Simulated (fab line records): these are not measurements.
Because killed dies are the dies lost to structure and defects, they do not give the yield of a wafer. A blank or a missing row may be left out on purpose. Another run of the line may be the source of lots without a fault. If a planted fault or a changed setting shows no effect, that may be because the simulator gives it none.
A lot that was struck, set against a sound lot -- flow nand-harc -- 39 out of 1302 route steps
Sound: wafers L541.2, L541.4, L541.5. Struck: wafer L552.4. (L552.2, L552.3 of the same lot were not struck and are left out.) The cause comes at the end.
Per side, at each step with rows, come the tool, then ch with its chambers, and then its first start. Under that, the readings that differ: sound wafers -- struck wafers -- difference of the means -- sigmas: that difference in standard deviations of wafers without a fault.
alike: same words and numbers on both sides, and readings whose means sit less than 2 such deviations apart. not compared: any withheld reading, any reading some wafer has no value for, any bound like >300 that may hide the same value, and any number with overlapping values for which the record gives no deviation.
Wherever a step has rows on one side only, a row that says differs or no value, or a row with sigmas, the two part there. Numbers that have no deviation but don't overlap get no sigmas and don't part them. A reading missing from all wafers of one side parts the sides only when that side holds two or more wafers.

NHARC_A_CHANNEL_FILL_D1_ALD_15: deposits SiNx, target thk 2 nm, pulse time 60 s, ald cycles 19.
  sound: ald-sin-batch-02 ch 0; struck: ald-sin-batch-01 ch 0
  alike: precursor-pulse-height-rel, susceptor-temp-C
then, 4 steps without rows for these wafers: NHARC_A_CHANNEL_FILL_D1_ALD_16 (deposits SiO2, target thk 1.5 nm, pulse time 10 s, ald cycles 15); NHARC_A_CHANNEL_FILL_D1_ANNEAL_17 (time 1800 s); NHARC_A_CHANNEL_FILL_D1_CVD_18 (deposits poly-Si, target thk 3 nm); NHARC_A_CHANNEL_FILL_D1_ETCHBACK_19 (etches the open film in HBr/Cl2, target depth 5 nm, time 1.7 s).
NHARC_A_CHANNEL_FILL_D1_ETCHBACK_20: etches the open film in C4F8/O2/Ar, target depth 27 nm, time 13.5 s.
  sound on rie-diel-01 ch 0,3, day 11 19:02; struck on rie-diel-03 ch 3, day 17 03:19
  alike: oes-product-au, rf-vpp-V
  not compared: rf-hours-counter-h
then, 5 steps without rows for these wafers: NHARC_A_CHANNEL_FILL_D1_STRIP_28 (strips in O2, time 20 s); NHARC_A_CHANNEL_FILL_D1_PRECLEAN_21 (cleans in dHF, time 30 s); NHARC_A_CHANNEL_FILL_D1_SRD_23; NHARC_A_CHANNEL_FILL_D1_CVD_05 (deposits poly-Si, target thk 5 nm); NHARC_A_CHANNEL_FILL_D1_ANNEAL_22 (time 7200 s).
NHARC_A_CHANNEL_FILL_D1_ALD_25: deposits SiOx, target thk 60 nm, pulse time 10 s, ald cycles 600.
  sound on ald-hk-02 ch 0,2, day 12 07:29; struck on ald-hk-02 ch 3, day 17 15:57
  alike: heater-power-w, precursor-pulse-height-rel, susceptor-temp-C
then, 1 step without rows for these wafers: NHARC_A_CHANNEL_FILL_D1_ETCHBACK_08 (etches the open film in C4F8, target depth 220 nm, time 110 s).
NHARC_A_CHANNEL_FILL_D1_STRIP_29: strips in O2, time 20 s.
  sound: rie-diel-03 ch 1,2,3; struck: rie-diel-04 ch 1
  alike: drypump-motor-current-A, oes-product-au, rf-vpp-V, showerhead-plenum-p-Torr, throttle-valve-pct
  not compared: rf-hours-counter-h
then, 3 steps without rows for these wafers: NHARC_A_CHANNEL_FILL_D1_PRECLEAN_30 (cleans in dHF, time 30 s); NHARC_A_CHANNEL_FILL_D1_SRD_31; NHARC_A_CHANNEL_FILL_D1_CVD_09 (deposits poly-Si, target thk 150 nm, time 3000 s).
NHARC_A_CHANNEL_FILL_D1_CMP_10: polishes, target thk 150 nm.
  sound on cmp-04 ch 0,1,2, day 12 18:21; struck on cmp-01 ch 1, day 18 02:52
  alike: motor-current-A, time-to-endpoint-s
then, 10 steps without rows for these wafers: NHARC_A_CHANNEL_FILL_D1_SRD_12; NHARC_A_DECK1_JOINT_ETCHBACK_07 (etches the open film in HBr, target depth 105 nm, time 26.9 s); NHARC_A_DECK1_JOINT_ETCH_25 (etches SiO2 in dHF, target depth 0.5 nm); NHARC_A_DECK1_JOINT_ETCH_19 (etches poly-Si in TMAH, target depth 3 nm); NHARC_A_DECK1_JOINT_ETCH_18 (etches SiO2 in dHF, target depth 3 nm); NHARC_A_DECK1_JOINT_WET_08 (chemistry H3PO4, time 86 s); NHARC_A_DECK1_JOINT_ETCH_09 (etches SiO2 in dHF, target depth 5 nm); NHARC_A_DECK1_JOINT_WET_10 (chemistry H3PO4, time 86 s); NHARC_A_DECK1_JOINT_ETCH_11 (etches SiO2 in dHF, target depth 35 nm); NHARC_A_DECK1_JOINT_CVD_12 (deposits poly-Si, target thk 90 nm, time 1800 s).
NHARC_A_DECK1_JOINT_CMP_13: polishes, target thk 51.023 nm.
  sound on cmp-02 ch 0,2, day 13 05:05; struck on cmp-04 ch 3, day 18 13:35
reading,sound,struck,difference,sigmas
motor-current-A (A),9.9 10.4 10.2,13.4,+3.2,+3
time-to-endpoint-s (s),11.0 13.8 12.7,6.1,-6.4,-2
NHARC_A_DECK1_JOINT_THK_MEAS_14: measures by ellipsometry.
  sound on film-metro-01, day 13 05:21; struck on film-metro-02, day 18 13:50
  alike: thk-nm
then, 8 steps without rows for these wafers: NHARC_A_DECK1_JOINT_SRD_04; NHARC_A_DECK1_JOINT_ETCHBACK_00 (etches the open film in HBr, target depth 30 nm, time 17.4 s); NHARC_A_DECK1_JOINT_PRECLEAN_30 (cleans in SC1); NHARC_A_DECK1_JOINT_SRD_31; NHARC_A_DECK1_JOINT_CVD_34 (deposits SiNx, target thk 20 nm); NHARC_A_DECK1_JOINT_DEP_06 (deposits SiOx, target thk 80 nm); NHARC_A_DECK1_JOINT_CURE_26 (time 32 s); NHARC_A_DECK1_JOINT_ANNEAL_27 (time 3600 s).
-- record jumps: 13 days between struck wafers' starts before vs after; left off in module A_DECK1_JOINT, resumes in module END, first step shown is number 1302 of the route --
NHARC_END_SORT_01:
  sound on prober-02 ch 0, day 27 02:24; struck on prober-01 ch 0, day 32 01:49
reading,sound,struck,difference,sigmas
killed-at-array,90 63 58,133,+63,+3
killed-at-other,3 4 3,0,-3,-2
killed-dies,96 69 67,133,+56,+3
  alike: killed-at-periphery, killed-open, killed-short

## WHERE THEY PART
Last at NHARC_END_SORT_01 as far as this record goes, first at NHARC_A_DECK1_JOINT_CMP_13.

WHY: whatever the simulator had introduced
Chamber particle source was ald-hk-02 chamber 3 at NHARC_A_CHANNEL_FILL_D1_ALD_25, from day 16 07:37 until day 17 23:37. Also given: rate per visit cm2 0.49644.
